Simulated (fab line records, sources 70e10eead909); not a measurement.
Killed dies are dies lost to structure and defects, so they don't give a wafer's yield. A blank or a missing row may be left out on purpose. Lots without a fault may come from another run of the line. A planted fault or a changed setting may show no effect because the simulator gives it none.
fab line records | flow nand_harc
record lots=6 wafers=18 last_day=33
route steps=1302 shown P_M1@296 P_M2@318 END@1302
lots that met no fault: from a run of the same line without faults
start_h: hours from the record's first day to the start of the lot's first wafer shown | wait_h: hours since the lot's step before | " the same as in the row above | L1.1+2: a row that stands for several wafers | - no value, or no start given | * or withheld: withheld | < > ~ a bound
route shown NAME@n: a module of which the file shows steps, and the number in the route of the first | usual: mean/standard deviation of fault-free wafers | same: alike in all rows | chamber/n: place in a boat | sites: the reading at each site | _std_site: their standard deviation | _edge_site: outer sites' mean less inner sites' | radius_mm: how far each site lies from the wafer's centre | mask NAME#n: copy n | behind: the tool/chamber that last shaped the wafer | hold: why the lot was held/for how many hours/how that ended | device: the transistor (n, p or np) that didn't switch | end of line: the same wafers' tests at the end of the route | a step without rows: its recipe alone | killed: dies lost to structure and defects at the first sort, not the wafer's yield | map: a wafer's dies, x killed, . not, _ none there
set.NAME: the setting as run; set.NAME@STEP: as run at that earlier step | model.NAME: the simulator's own value behind a step, which no gauge read
lots at some steps of the route; a table a step, a row a wafer
services: from which hour (start_h, from the record's first day; less than 0 if before it) a tool's chamber was out of use, for how many hours, and why
## steps
# step NHARC_P_M1_OVL_MEAS_10
# recipe pitch_nm=260
# usual overlay_x_nm=0.2/0.79 overlay_y_nm=0.0/0.97
# columns lot.wafer tool chamber start_h wait_h overlay_x_nm overlay_y_nm
L773.1 overlay-01 - 128.52 - 0.7 -0.1
L773.3 " - " " 0.2 -0.6
L773.6 " - " " 0.4 -0.1
L778.1 overlay-02 - 186.64 - -0.8 -0.7
L778.2 " - " " -0.1 -0.4
L778.4 " - " " -0.4 -0.8
L779.4 overlay-01 - 192.33 - 0.2 0.5
L779.5 " - " " -0.3 0.3
L779.6 " - " " 1.0 0.4
L786.2 overlay-02 - 273.33 - -0.4 1.5
L786.3 " - " " -0.4 1.2
L786.6 " - " " -0.1 1.5
L791.1 overlay-02 - 314.01 - 1.5 0.2
L791.2 " - " " 1.0 0.5
L791.6 " - " " 1.7 0.4
L794.1 overlay-02 - 363.33 - 0.5 1.6
L794.2 " - " " 0.3 1.4
L794.4 " - " " 0.4 1.7
# step NHARC_P_M1_INSPECT_11
# usual raw_defect_count=5.0/2.9
# columns lot.wafer tool chamber start_h wait_h raw_defect_count
L773.1 defect_inspect-02 - 128.55 0.0 4
L773.3 " - " " 7
L773.6 " - " " 3
L778.1 defect_inspect-01 - 186.68 0.0 3
L778.2 " - " " 2
L778.4 " - " " 3
L779.4 defect_inspect-01 - 192.37 0.0 4
L779.5 " - " " 2
L779.6 " - " " 2
L786.2 defect_inspect-02 - 273.36 0.0 1
L786.3 " - " " 3
L786.6 " - " " 6
L791.1 defect_inspect-01 - 314.05 0.0 6
L791.2 " - " " 5
L791.6 " - " " 3
L794.1 defect_inspect-02 - 363.36 0.0 7
L794.2 " - " " 6
L794.4 " - " " 8
# step NHARC_P_M1_DESCUM_14
# recipe time_s=3 o2_flow_sccm=200 ar_flow_sccm=0 bias_power_w=0 chemistry=O2
# step NHARC_P_M1_ETCH_35
# recipe target_depth_a=400 overetch_a=120 time_s=43.94 ion_energy_ev=200 n2_flow_sccm=150 h2_flow_sccm=150 ar_flow_sccm=0 rf_w=400 bias_w=150 chemistry=N2/H2
# usual chamber_pressure_mTorr=30.00/0.074 drypump_motor_current_A=5.7/0.3 oes_product_au=1.005/0.01 rf_vpp_V=430.7/2.4 showerhead_plenum_p_Torr=2.05/0.083 throttle_valve_pct=14.171/0.0095
# same time_s=43.94
# columns lot.wafer tool chamber start_h wait_h chamber_pressure_mTorr drypump_motor_current_A oes_product_au rf_hours_counter_h rf_vpp_V showerhead_plenum_p_Torr throttle_valve_pct
L773.3 rie_diel-11 0 128.70 0.1 30.01 5.5 1.008 3 432.0 2.06 14.187
L773.1 " 1 " " 29.97 6.0 0.995 3 434.4 2.15 14.163
L773.6 " 0 " " 29.99 5.5 1.005 - 431.6 2.06 14.155
L778.4 rie_diel-05 3 186.83 0.1 29.97 5.4 1.017 8 430.0 1.99 14.174
L778.1 " 1 " " 30.02 6.0 0.990 8 429.1 1.98 14.183
L778.2 " 2 " " 30.03 5.8 1.010 9 426.4 1.92 14.165
L779.4 rie_diel-11 2 192.53 0.1 30.00 5.2 1.000 9 432.4 2.14 14.170
L779.5 " 3 " " 30.00 5.9 1.013 - 433.8 2.15 14.178
L779.6 " 0 " " 29.97 5.5 1.007 - 430.9 2.06 14.191
L786.2 rie_diel-11 2 273.51 0.1 30.06 5.2 1.009 1 432.6 2.14 14.180
L786.3 " 0 " " 29.99 5.5 0.999 1 431.5 2.05 14.172
L786.6 " 2 " " 30.03 5.2 1.008 - 433.1 2.14 14.160
L791.1 rie_diel-05 1 314.21 0.1 30.04 6.0 1.008 5 427.0 1.98 14.180
L791.2 " 3 " " 30.01 5.5 1.012 6 430.2 1.98 14.156
L791.6 " 2 " " 29.96 5.8 1.008 - 427.7 1.92 14.168
L794.1 rie_diel-11 3 363.51 0.1 30.05 6.0 0.999 9 434.1 2.15 14.172
L794.2 " 0 " " 29.97 5.5 0.999 9 429.5 2.05 14.178
L794.4 " 1 " " 30.03 6.0 0.988 9 432.6 2.15 14.171
# step NHARC_P_M1_ETCH_15
# recipe target_depth_a=1825 time_s=91.2 c4f8_flow_sccm=withheld ar_flow_sccm=400 rf_w=600 bias_w=300 chemistry=C4F8/Ar
# step NHARC_P_M1_CD_MEAS_16
# usual cd_nm=130.2/0.84
# columns lot.wafer tool chamber start_h wait_h cd_nm
L773.1 cd_sem-01 - 128.92 - 130.3
L773.3 " - " " 129.6
L773.6 " - " " 128.8
L778.1 cd_sem-03 - 187.05 - 131.1
L778.2 " - " " 131.3
L778.4 " - " " 130.9
L779.4 cd_sem-01 - 192.74 - 130.7
L779.5 " - " " 132.7
L779.6 " - " " 132.1
L786.2 cd_sem-02 - 273.73 - 130.6
L786.3 " - " " 128.7
L786.6 " - " " 130.2
L791.1 cd_sem-01 - 314.46 - 130.0
L791.2 " - " " 130.3
L791.6 " - " " 129.9
L794.1 cd_sem-02 - 363.73 - 129.7
L794.2 " - " " 130.6
L794.4 " - " " 129.6
# step NHARC_P_M1_STRIP_18
# recipe power_w=1000 n2_flow_sccm=150 h2_flow_sccm=150 ar_flow_sccm=0 bias_w=0 chemistry=N2/H2
# step NHARC_P_M1_ETCH_28
# recipe target_depth_a=300 over_etch_frac=0.3 time_s=72.99 ion_energy_ev=150 cf4_flow_sccm=50 n2_flow_sccm=100 ar_flow_sccm=150 rf_w=300 bias_w=100 chemistry=CF4/N2
# step NHARC_P_M1_STRIP_19
# recipe time_s=600 temp_c=30 chemistry=post_etch_residue_remover
# step NHARC_P_M1_DEGAS_29
# recipe temp_c=250 time_s=60
# step NHARC_P_M1_PRE_CLEAN_30
# recipe time_s=30 temp_c=280 gas=H2/He
# step NHARC_P_M1_PVD_20
# recipe target_thk_a=50 bias_v=168.6 power_w=15000 chamber_pressure_pa=0.12 time_s=8.06 substrate_temp_c=50 material=TaN
# step NHARC_P_M1_PVD_21
# recipe target_thk_a=300 chamber_pressure_pa=5 power_w=5000 substrate_temp_c=30 time_s=20.49 material=Cu
# usual throttle_valve_pct=30.5/0.84
# columns lot.wafer tool chamber start_h wait_h throttle_valve_pct
L773.3 pvd_sputter-02 - 129.86 - 30.0
L773.1 " - " " 30.0
L773.6 " - " " 30.9
L778.2 pvd_sputter-01 - 187.99 - 31.1
L778.1 " - " " 29.1
L778.4 " - " " 30.5
L779.4 pvd_sputter-01 - 193.72 - 30.6
L779.6 " - " " 31.2
L779.5 " - " " 29.1
L786.3 pvd_sputter-02 - 274.66 - 31.9
L786.2 " - " " 30.3
L786.6 " - " " 29.9
L791.1 pvd_sputter-02 - 315.45 - 30.9
L791.2 " - " " 31.2
L791.6 " - " " 30.8
L794.4 pvd_sputter-01 - 364.67 - 32.4
L794.1 " - " " 31.5
L794.2 " - " " 29.3
# step NHARC_P_M1_ECD_22
# recipe target_thk_a=4000 bath_temp_c=25 material=Cu
# step NHARC_P_M1_ANNEAL_31
# recipe temp_c=225 time_s=90
# usual wafer_temp_C_max=226.1/0.37
# same time_s=90
# columns lot.wafer tool chamber start_h wait_h wafer_temp_C_max
L773.1 rtp_anneal-02 0 130.37 0.3 225.9
L773.3 " 0 " " 226.4
L773.6 " 0 " " 226.1
L778.1 rtp_anneal-02 0 188.50 - 226.3
L778.2 " 0 " " 226.6
L778.4 " 0 " " 226.4
L779.4 rtp_anneal-02 0 194.36 - 226.5
L779.5 " 0 " " 226.6
L779.6 " 0 " " 226.2
L786.2 rtp_anneal-01 0 275.27 - 225.6
L786.3 " 0 " " 225.9
L786.6 " 0 " " 225.9
L791.1 rtp_anneal-01 0 315.97 0.3 226.0
L791.2 " 0 " " 226.0
L791.6 " 0 " " 226.6
L794.1 rtp_anneal-01 0 365.18 0.3 225.7
L794.2 " 0 " " 225.8
L794.4 " 0 " " 225.8
# step NHARC_P_M1_CMP_23
# recipe t_overpolish_s=20 target_thk_nm=157.82
# step NHARC_P_M1_SRD_25
# step NHARC_P_M1_INSPECT_27
# usual raw_defect_count=337/140
# columns lot.wafer tool chamber start_h wait_h raw_defect_count
L773.1 defect_inspect-02 - 131.21 0.0 137
L773.3 " - " " 148
L773.6 " - " " 328
L778.1 defect_inspect-01 - 189.32 0.0 533
L778.2 " - " " 260
L778.4 " - " " 425
L779.4 defect_inspect-01 - 195.02 0.0 689
L779.5 " - " " 771
L779.6 " - " " 415
L786.2 defect_inspect-01 - 276.04 0.0 331
L786.3 " - " " 233
L786.6 " - " " 221
L791.1 defect_inspect-01 - 316.82 0.0 256
L791.2 " - " " 452
L791.6 " - " " 289
L794.1 defect_inspect-02 - 366.00 0.0 397
L794.2 " - " " 164
L794.4 " - " " 356
# step NHARC_P_M1_PRE_CLEAN_32
# recipe time_s=12 temp_c=370 rf_power_w=300 gas=NH3
# usual heater_power_w=616/83
# same time_s=12
# columns lot.wafer tool chamber start_h wait_h heater_power_w
L773.1 pecvd-03 2 131.40 0.2 568
L773.3 " 1 " " 715
L773.6 " 1 " " 695
L778.2 pecvd-01 2 189.38 0.1 554
L778.1 " 0 " " 632
L778.4 " 0 " " 647
L779.6 pecvd-04 2 195.24 0.2 626
L779.5 " 0 " " 606
L779.4 " 1 " " 636
L786.2 pecvd-03 0 276.10 0.1 685
L786.3 " 1 " " 704
L786.6 " 2 " " 500
L791.2 pecvd-04 0 316.89 0.1 543
L791.1 " 2 " " 596
L791.6 " 0 " " 547
L794.1 pecvd-03 0 366.08 0.1 681
L794.2 " 1 " " 763
L794.4 " 2 " " 461
# step NHARC_P_M1_DEP_33
# recipe target_thk_a=300 temp_c=370 target_thk_nm=30 pressure_torr=3 flow_sccm=200 rf_w=450 material=SiCN
# step NHARC_P_M2_DEP_00
# recipe target_thk_a=1825 target_thk_nm=182.5 temp_c=withheld pressure_torr=5 flow_sccm=200 rf_w=600 material=SiOC
# step NHARC_P_M2_DEHYDRATE_01
# recipe temp_c=150 time_s=120
# step NHARC_P_M2_HMDS_02
# recipe time_s=30
# step NHARC_P_M2_COAT_34
# recipe temp_c=200 time_s=65
# step NHARC_P_M2_COAT_03
# recipe spin_rpm=1500 resist_thk_nm=90
# step NHARC_P_M2_SOFTBAKE_04
# recipe temp_c=105 time_s=55
# step NHARC_P_M2_EBR_05
# step NHARC_P_M2_EXPOSE_06
# recipe na=1.35 target_cd_nm=170 dose_mj=80.78 mask_id=P_M2
# step NHARC_P_M2_PEB_07
# recipe peb_temp_c=100 peb_time_s=65
# step NHARC_P_M2_DEVELOP_08
# recipe develop_time_s=35 dev_temp_c=23
# step NHARC_P_M2_CD_MEAS_09
# recipe target_cd_nm=170 landing_energy_ev=500
# usual cd_nm=169.9/0.6
# columns lot.wafer tool chamber start_h wait_h cd_nm
L773.1 cd_sem-02 0 132.58 - 169.9
L773.3 " 0 " " 171.0
L773.6 " 0 " " 170.2
L778.1 cd_sem-03 0 190.56 - 170.9
L779.5 cd_sem-02 0 196.51 - 169.5
L779.6 " 0 " " 169.7
L786.2 cd_sem-01 0 277.43 - 169.8
L786.3 " 0 " " 168.8
L786.6 " 0 " " 170.4
L791.1 cd_sem-01 0 318.06 - 169.9
L791.2 " 0 " " 170.4
L791.6 " 0 " " 169.6
L794.1 cd_sem-02 0 367.39 - 169.6
L794.2 " 0 " " 169.7
L794.4 " 0 " " 169.6
# step NHARC_P_M2_OVL_MEAS_10
# recipe pitch_nm=340
# usual overlay_x_nm=0.0/0.67 overlay_y_nm=0.0/0.92
# columns lot.wafer tool chamber start_h wait_h overlay_x_nm overlay_y_nm
L773.1 overlay-01 - 132.67 - -0.9 1.2
L773.3 " - " " -0.7 1.4
L773.6 " - " " -0.9 1.7
L778.1 overlay-02 - 190.65 - -0.4 -0.9
L779.5 overlay-02 - 196.59 - 0.9 -1.3
L779.6 " - " " 1.2 -0.7
L786.2 overlay-02 - 277.52 - 0.4 -0.5
L786.3 " - " " 0.0 0.2
L786.6 " - " " 0.1 -0.3
L791.1 overlay-01 - 318.15 - -0.3 0.8
L791.2 " - " " 0.3 1.0
L791.6 " - " " 0.0 1.0
L794.1 overlay-02 - 367.48 - 0.2 1.3
L794.2 " - " " 0.2 1.6
L794.4 " - " " 0.1 2.1
# step NHARC_P_M2_INSPECT_11
# usual raw_defect_count=4.8/3
# columns lot.wafer tool chamber start_h wait_h raw_defect_count
L773.1 defect_inspect-02 - 132.70 0.0 2
L773.3 " - " " 3
L773.6 " - " " 3
L778.1 defect_inspect-01 - 190.69 0.0 1
L779.5 defect_inspect-02 - 196.63 0.0 1
L779.6 " - " " 1
L786.2 defect_inspect-02 - 277.55 0.0 6
L786.3 " - " " 5
L786.6 " - " " 5
L791.1 defect_inspect-01 - 318.19 0.0 5
L791.2 " - " " 8
L791.6 " - " " 2
L794.1 defect_inspect-02 - 367.51 0.0 8
L794.2 " - " " 10
L794.4 " - " " 6
# step NHARC_P_M2_DESCUM_14
# recipe time_s=3 o2_flow_sccm=200 ar_flow_sccm=0 bias_power_w=0 chemistry=O2
# step NHARC_P_M2_ETCH_35
# recipe target_depth_a=400 overetch_a=120 time_s=43.94 ion_energy_ev=200 n2_flow_sccm=150 h2_flow_sccm=150 ar_flow_sccm=0 rf_w=400 bias_w=150 chemistry=N2/H2
# step NHARC_P_M2_ETCH_15
# recipe target_depth_a=1825 time_s=91.2 c4f8_flow_sccm=withheld ar_flow_sccm=400 rf_w=600 bias_w=300 chemistry=C4F8/Ar
# usual chamber_pressure_mTorr=25.000/0.023 oes_product_au=0.950/0.021 rf_vpp_V=440.4/2.4
# same time_s=91.2
# columns lot.wafer tool chamber start_h wait_h chamber_pressure_mTorr oes_product_au rf_hours_counter_h rf_vpp_V
L773.1 rie_diel-10 1 - - 25.029 0.987 2 446.6
L773.3 " 0 " " 24.994 0.974 3 440.3
L773.6 " 2 " " 24.990 0.960 - 439.4
L778.1 rie_diel-01 3 - - 25.005 0.987 12 440.1
L779.6 rie_diel-01 2 - - 24.979 0.927 - 442.0
L779.5 " 3 " " 24.987 0.930 - 440.4
L786.2 rie_diel-10 1 - - 25.039 0.943 1 445.0
L786.3 " 0 " " 25.007 0.934 1 438.2
L786.6 " 1 " " 25.024 0.943 - 446.0
L791.2 rie_diel-10 0 - - 25.004 0.964 4 438.9
L791.1 " 3 " " 24.997 0.974 3 442.7
L791.6 " 0 " " 25.014 0.965 - 438.0
L794.1 rie_diel-01 3 - - 25.029 0.921 8 440.1
L794.2 " 0 " " 25.034 0.925 8 439.8
L794.4 " 1 " " 24.968 0.935 9 436.7
# step NHARC_P_M2_CD_MEAS_16
# usual cd_nm=169.7/0.77
# columns lot.wafer tool chamber start_h wait_h cd_nm
L773.1 cd_sem-01 - 133.07 - 169.1
L773.3 " - " " 170.5
L773.6 " - " " 169.7
L778.1 cd_sem-01 - 191.05 - 170.8
L779.5 cd_sem-03 - 197.00 - 168.7
L779.6 " - " " 169.4
L786.2 cd_sem-01 - 277.92 - 170.1
L786.3 " - " " 170.3
L786.6 " - " " 169.7
L791.1 cd_sem-01 - 318.60 - 169.3
L791.2 " - " " 170.6
L791.6 " - " " 170.1
L794.1 cd_sem-01 - 367.88 - 169.7
L794.2 " - " " 168.6
L794.4 " - " " 167.6
# step NHARC_P_M2_STRIP_18
# recipe power_w=1000 n2_flow_sccm=150 h2_flow_sccm=150 ar_flow_sccm=0 bias_w=0 chemistry=N2/H2
# step NHARC_P_M2_ETCH_28
# recipe target_depth_a=300 over_etch_frac=0.3 time_s=72.99 ion_energy_ev=150 cf4_flow_sccm=50 n2_flow_sccm=100 ar_flow_sccm=150 rf_w=300 bias_w=100 chemistry=CF4/N2
# usual chamber_pressure_mTorr=30.006/0.027 drypump_motor_current_A=5.7/0.47 oes_product_au=1.006/0.01 rf_vpp_V=313.8/1.8 showerhead_plenum_p_Torr=2.59/0.091 throttle_valve_pct=19.794/0.0097
# same time_s=72.99
# columns lot.wafer tool chamber start_h wait_h chamber_pressure_mTorr drypump_motor_current_A oes_product_au rf_hours_counter_h rf_vpp_V showerhead_plenum_p_Torr throttle_valve_pct
L773.1 rie_diel-01 1 - - 29.987 5.4 1.006 9 310.8 2.47 19.794
L773.3 " 2 " " 29.986 5.9 1.015 6 315.0 2.67 19.796
L773.6 " 1 " " 30.037 5.4 1.000 - 312.5 2.47 19.806
L778.1 rie_diel-01 0 - - 30.046 6.6 0.997 13 315.4 2.62 19.769
L779.6 rie_diel-03 1 - - 29.999 5.5 1.000 - 314.0 2.59 19.808
L779.5 " 2 " " 30.038 5.1 1.022 - 312.6 2.47 19.779
L786.3 rie_diel-01 0 - - 29.988 6.7 0.990 3 312.8 2.62 19.796
L786.2 " 1 " " 30.001 5.4 1.006 2 310.8 2.47 19.808
L786.6 " 0 " " 29.990 6.7 1.000 - 312.9 2.62 19.800
L791.2 rie_diel-03 0 - - 30.044 6.0 1.008 1 313.2 2.57 19.803
L791.1 " 1 " " 30.057 5.5 0.998 1 313.7 2.59 19.789
L791.6 " 3 " " 29.960 5.8 1.020 - 315.5 2.65 19.800
L794.1 rie_diel-10 0 - - 29.983 5.1 1.018 5 312.4 2.52 19.788
L794.2 " 1 " " 30.010 5.6 1.019 4 318.1 2.82 19.804
L794.4 " 2 " " 30.020 5.5 1.007 4 314.1 2.58 19.788
# step NHARC_P_M2_STRIP_19
# recipe time_s=600 temp_c=30 chemistry=post_etch_residue_remover
# step NHARC_END_SORT_01
# recipe temp_c=25
# usual defect_limited_yield=90.9/2.7 killed_at_array=57/19 killed_at_other=0.9/1.1 killed_at_periphery=4.0/2.6 killed_dies=62/19 killed_open=3.3/1.8 killed_short=2.4/1.7
# same gross_dies=677
# columns lot.wafer tool chamber start_h wait_h defect_limited_yield[%] killed_at_array killed_at_other killed_at_periphery killed_dies killed_open killed_short
L773.1 prober-02 0 580.12 2.5 90.3 65 0 1 66 2 6
L773.3 prober-02 0 581.73 3.1 91.9 52 1 2 55 4 4
L773.6 prober-02 0 584.14 4.0 90.7 62 0 1 63 2 4
L778.1 prober-01 0 618.14 2.5 90.7 61 1 1 63 1 1
L778.2 prober-01 0 618.96 2.8 0 40 2 635 677 0 0
L778.4 prober-01 0 620.59 3.4 0 48 1 628 677 2 2
L779.4 prober-02 0 620.65 3.4 0 72 3 602 677 5 6
L779.5 prober-02 0 621.46 3.7 87.3 83 2 1 86 3 3
L779.6 prober-02 0 622.26 4.0 87.1 81 3 3 87 9 3
L786.2 prober-01 0 715.26 2.8 94.5 33 4 0 37 2 5
L786.3 prober-01 0 716.06 3.1 94.8 30 3 2 35 5 1
L786.6 prober-01 0 718.46 4.0 95.4 28 1 2 31 6 0
L794.1 prober-01 0 796.61 2.5 89.5 64 0 7 71 4 3
L794.2 prober-01 0 797.41 2.8 92.5 47 0 4 51 3 1
L794.4 prober-01 0 799.01 3.4 90.8 55 1 6 62 2 3
# killed by level:class
L773.1 A_CHANNEL_HOLE_D2:chamber_film_flake=36 A_SLIT:chamber_film_flake=14 A_CONTACT:chamber_film_flake=4 A_CHANNEL_FILL_D1:geometric_particle:short=2 A_STAIRCASE:chamber_film_flake=2 A_SOURCE_PLATE:geometric_particle:short=1 A_ONON_D1:geometric_particle:short=1 A_DECK1_JOINT:geometric_particle:short=1
L773.3 A_CHANNEL_HOLE_D2:chamber_film_flake=29 A_SLIT:chamber_film_flake=14 A_WL_FILL:geometric_particle:short=2 A_CONTACT:chamber_film_flake=2 P_STI:geometric_particle:open=1 P_CONTACT:geometric_particle:open=1 A_ONON_D1:geometric_particle:open=1 A_ONON_D1:geometric_particle:short=1
L773.6 A_CHANNEL_HOLE_D2:chamber_film_flake=31 A_SLIT:chamber_film_flake=14 A_CONTACT:chamber_film_flake=9 P_M2:geometric_particle:open=1 A_ONON_D1:geometric_particle:short=1 A_CHANNEL_HOLE_D1:geometric_particle:short=1 A_DECK1_JOINT:geometric_particle:short=1 A_WL_FILL:geometric_particle:open=1
L778.1 A_CHANNEL_HOLE_D1:chamber_film_flake=36 A_CHANNEL_HOLE_D2:chamber_film_flake=15 A_CONTACT:chamber_film_flake=5 A_BONDPAD:chamber_film_flake=4 P_CONTACT:geometric_particle:open=1 A_CHANNEL_FILL_D1:geometric_particle:short=1 THIN_TSV:chamber_film_flake=1
L778.2 P_M1:area_pvd=634 A_CHANNEL_HOLE_D1:chamber_film_flake=26 A_CHANNEL_HOLE_D2:chamber_film_flake=8 A_CONTACT:chamber_film_flake=3 A_BONDPAD:chamber_film_flake=3 THIN_TSV:chamber_film_flake=2 P_GATE:chamber_film_flake=1
L778.4 P_M1:area_pvd=626 A_CHANNEL_HOLE_D1:chamber_film_flake=33 A_CHANNEL_HOLE_D2:chamber_film_flake=6 A_BONDPAD:chamber_film_flake=4 P_M0:geometric_particle:open=1 A_CHANNEL_FILL_D2:geometric_particle:short=1 A_WL_FILL:geometric_particle:short=1 A_M0:geometric_particle:open=1
L779.4 P_M1:area_pvd=598 A_CHANNEL_HOLE_D2:chamber_film_flake=28 A_SLIT:chamber_film_flake=23 A_CONTACT:chamber_film_flake=5 A_BONDPAD:chamber_film_flake=3 THIN_TSV:chamber_film_flake=3 P_M0:geometric_particle:open=2 A_WL_FILL:geometric_particle:short=2
L779.5 A_SLIT:chamber_film_flake=34 A_CHANNEL_HOLE_D2:chamber_film_flake=31 A_CONTACT:chamber_film_flake=7 A_SGD_CUT:geometric_particle:open=2 A_WL_FILL:chamber_film_flake=2 A_BONDPAD:chamber_film_flake=2 THIN_TSV:chamber_film_flake=2 P_M0:geometric_particle:open=1
L779.6 A_CHANNEL_HOLE_D2:chamber_film_flake=39 A_SLIT:chamber_film_flake=15 A_CHANNEL_HOLE_D1:chamber_film_flake=5 A_CHANNEL_FILL_D2:chamber_film_flake=5 A_CONTACT:chamber_film_flake=5 A_WL_FILL:geometric_particle:open=2 A_BLC:geometric_particle:open=2 A_BONDPAD:chamber_film_flake=2
L786.2 A_CHANNEL_HOLE_D1:chamber_film_flake=13 A_CONTACT:chamber_film_flake=7 THIN_TSV:chamber_film_flake=4 A_SLIT:chamber_film_flake=3 A_WL_FILL:geometric_particle:short=2 A_CHANNEL_HOLE_D1:geometric_particle:open=1 A_DECK1_JOINT:geometric_particle:open=1 A_CHANNEL_HOLE_D2:geometric_particle:short=1
L786.3 A_CHANNEL_HOLE_D1:chamber_film_flake=8 A_CONTACT:chamber_film_flake=8 A_SLIT:chamber_film_flake=4 THIN_TSV:chamber_film_flake=3 P_M1:chamber_film_flake=2 A_WL_FILL:chamber_film_flake=2 A_SOURCE_PLATE:geometric_particle:open=1 A_ONON_D1:geometric_particle:open=1
L786.6 A_CHANNEL_HOLE_D1:chamber_film_flake=10 A_CONTACT:chamber_film_flake=5 A_STAIRCASE:chamber_film_flake=3 A_WL_FILL:chamber_film_flake=2 P_STI:geometric_particle:open=1 A_CHANNEL_HOLE_D1:geometric_particle:open=1 A_DECK1_JOINT:geometric_particle:open=1 A_ONON_D2:geometric_particle:open=1
L794.1 A_CHANNEL_HOLE_D2:chamber_film_flake=27 A_CHANNEL_HOLE_D1:chamber_film_flake=15 A_SLIT:chamber_film_flake=6 A_CONTACT:chamber_film_flake=5 A_DECK1_JOINT:chamber_film_flake=3 P_STI:chamber_film_flake=2 A_CHANNEL_FILL_D2:chamber_film_flake=2 P_CONTACT:geometric_particle:short=1
L794.2 A_CHANNEL_HOLE_D2:chamber_film_flake=12 A_CONTACT:chamber_film_flake=10 A_CHANNEL_HOLE_D1:chamber_film_flake=9 A_SLIT:chamber_film_flake=7 P_ZERO_WELL:chamber_film_flake=2 P_GATE:chamber_film_flake=2 A_DECK1_JOINT:chamber_film_flake=2 A_CHANNEL_HOLE_D1:geometric_particle:open=1
L794.4 A_CHANNEL_HOLE_D1:chamber_film_flake=18 A_CHANNEL_HOLE_D2:chamber_film_flake=18 A_CONTACT:chamber_film_flake=8 A_SLIT:chamber_film_flake=6 P_M0:chamber_film_flake=2 P_M0:geometric_particle:open=1 A_DECK1_JOINT:geometric_particle:short=1 A_ONON_D2:geometric_particle:short=1
# map L778.2 (x killed, . not)
____________x____________
_________xxxxxxx_________
_______xxxxxxxxxxx_______
______xxxxxxxxxxxxx______
_____xxxxxxxxxxxxxxx_____
____xxxxxxxxxxxxxxxxx____
____xxxxxxxxxxxxxxxxx____
___xxxxxxxxxxxxxxxxxxx___
___xxxxxxxxxxxxxxxxxxx___
__xxxxxxxxxxxxxxxxxxxxx__
__xxxxxxxxxxxxxxxxxxxxx__
_xxxxxxxxxxxxxxxxxxxxxxx_
_xxxxxxxxxxxxxxxxxxxxxxx_
_xxxxxxxxxxxxxxxxxxxxxxx_
_xxxxxxxxxxxxxxxxxxxxxxx_
_xxxxxxxxxxxxxxxxxxxxxxx_
xxxxxxxxxxxxxxxxxxxxxxxxx
xxxxxxxxxxxxxxxxxxxxxxxxx
xxxxxxxxxxxxxxxxxxxxxxxxx
xxxxxxxxxxxxxxxxxxxxxxxxx
xxxxxxxxxxxxxxxxxxxxxxxxx
_xxxxxxxxxxxxxxxxxxxxxxx_
_xxxxxxxxxxxxxxxxxxxxxxx_
_xxxxxxxxxxxxxxxxxxxxxxx_
_xxxxxxxxxxxxxxxxxxxxxxx_
_xxxxxxxxxxxxxxxxxxxxxxx_
__xxxxxxxxxxxxxxxxxxxxx__
__xxxxxxxxxxxxxxxxxxxxx__
___xxxxxxxxxxxxxxxxxxx___
___xxxxxxxxxxxxxxxxxxx___
____xxxxxxxxxxxxxxxxx____
____xxxxxxxxxxxxxxxxx____
_____xxxxxxxxxxxxxxx_____
______xxxxxxxxxxxxx______
_______xxxxxxxxxxx_______
_________xxxxxxx_________
____________x____________
# map L779.4 (x killed, . not)
____________x____________
_________xxxxxxx_________
_______xxxxxxxxxxx_______
______xxxxxxxxxxxxx______
_____xxxxxxxxxxxxxxx_____
____xxxxxxxxxxxxxxxxx____
____xxxxxxxxxxxxxxxxx____
___xxxxxxxxxxxxxxxxxxx___
___xxxxxxxxxxxxxxxxxxx___
__xxxxxxxxxxxxxxxxxxxxx__
__xxxxxxxxxxxxxxxxxxxxx__
_xxxxxxxxxxxxxxxxxxxxxxx_
_xxxxxxxxxxxxxxxxxxxxxxx_
_xxxxxxxxxxxxxxxxxxxxxxx_
_xxxxxxxxxxxxxxxxxxxxxxx_
_xxxxxxxxxxxxxxxxxxxxxxx_
xxxxxxxxxxxxxxxxxxxxxxxxx
xxxxxxxxxxxxxxxxxxxxxxxxx
xxxxxxxxxxxxxxxxxxxxxxxxx
xxxxxxxxxxxxxxxxxxxxxxxxx
xxxxxxxxxxxxxxxxxxxxxxxxx
_xxxxxxxxxxxxxxxxxxxxxxx_
_xxxxxxxxxxxxxxxxxxxxxxx_
_xxxxxxxxxxxxxxxxxxxxxxx_
_xxxxxxxxxxxxxxxxxxxxxxx_
_xxxxxxxxxxxxxxxxxxxxxxx_
__xxxxxxxxxxxxxxxxxxxxx__
__xxxxxxxxxxxxxxxxxxxxx__
___xxxxxxxxxxxxxxxxxxx___
___xxxxxxxxxxxxxxxxxxx___
____xxxxxxxxxxxxxxxxx____
____xxxxxxxxxxxxxxxxx____
_____xxxxxxxxxxxxxxx_____
______xxxxxxxxxxxxx______
_______xxxxxxxxxxx_______
_________xxxxxxx_________
____________x____________
## services
# columns tool chamber start_h hours kind
rie_diel-05 1 105.59 5.0 repair
rie_diel-11 3 111.33 5.3 repair
rie_diel-11 0 163.10 4.2 repair
rie_diel-10 - 166.31 1.8 repair
rie_diel-11 2 170.81 4.5 repair
pvd_sputter-01 - 174.35 4.4 repair
rie_diel-05 3 181.03 4.7 repair
pecvd-03 - 185.18 13.0 pm
rie_diel-01 - 203.84 9.0 pm
rie_diel-10 0 227.15 1.7 repair
rie_diel-10 2 232.25 6.5 repair
pvd_sputter-01 - 234.51 10.0 pm
rie_diel-10 - 242.56 9.0 pm
rie_diel-11 - 255.50 9.0 pm
pvd_sputter-01 - 278.15 4.0 repair
pvd_sputter-02 - 282.00 10.0 pm
rie_diel-01 1 283.32 3.1 repair
rie_diel-01 3 291.85 2.0 repair
pvd_sputter-01 - 293.30 3.2 repair
rie_diel-10 1 296.63 9.2 repair
pecvd-03 2 327.96 6.3 repair
pecvd-03 1 339.70 24.6 repair
pecvd-03 0 355.18 8.6 repair
pecvd-03 - 366.40 13.0 pm
## key
first_sign step=NHARC_END_SORT_01 reading=killed_at_periphery direction=up sigmas=99+ usual=4.0 struck=621.7
effect step=NHARC_END_SORT_01 reading=defect_limited_yield direction=down sigmas=33 usual=90.9 struck=0
more_kills_born_at NHARC_P_M1_PVD_21@pvd_sputter-01=1858
met_at NHARC_P_M1_PVD_21
struck_wafers L778.2,L778.4,L779.4
later_rows_left_out L778.2,L778.4,L779.4
fault kind=process_parameter_drift tool=pvd_sputter-01 chamber=- onset_h=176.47 steps=NHARC_P_M1_PVD_21 channel=target_thk_a offset=* shape=step end_h=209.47 scope=struck_wafers_only acts_in=* stated=*
# later_rows_left_out: the simulator's readings of these wafers behind a module that went badly wrong aren't trusted and aren't shown, but for the sort
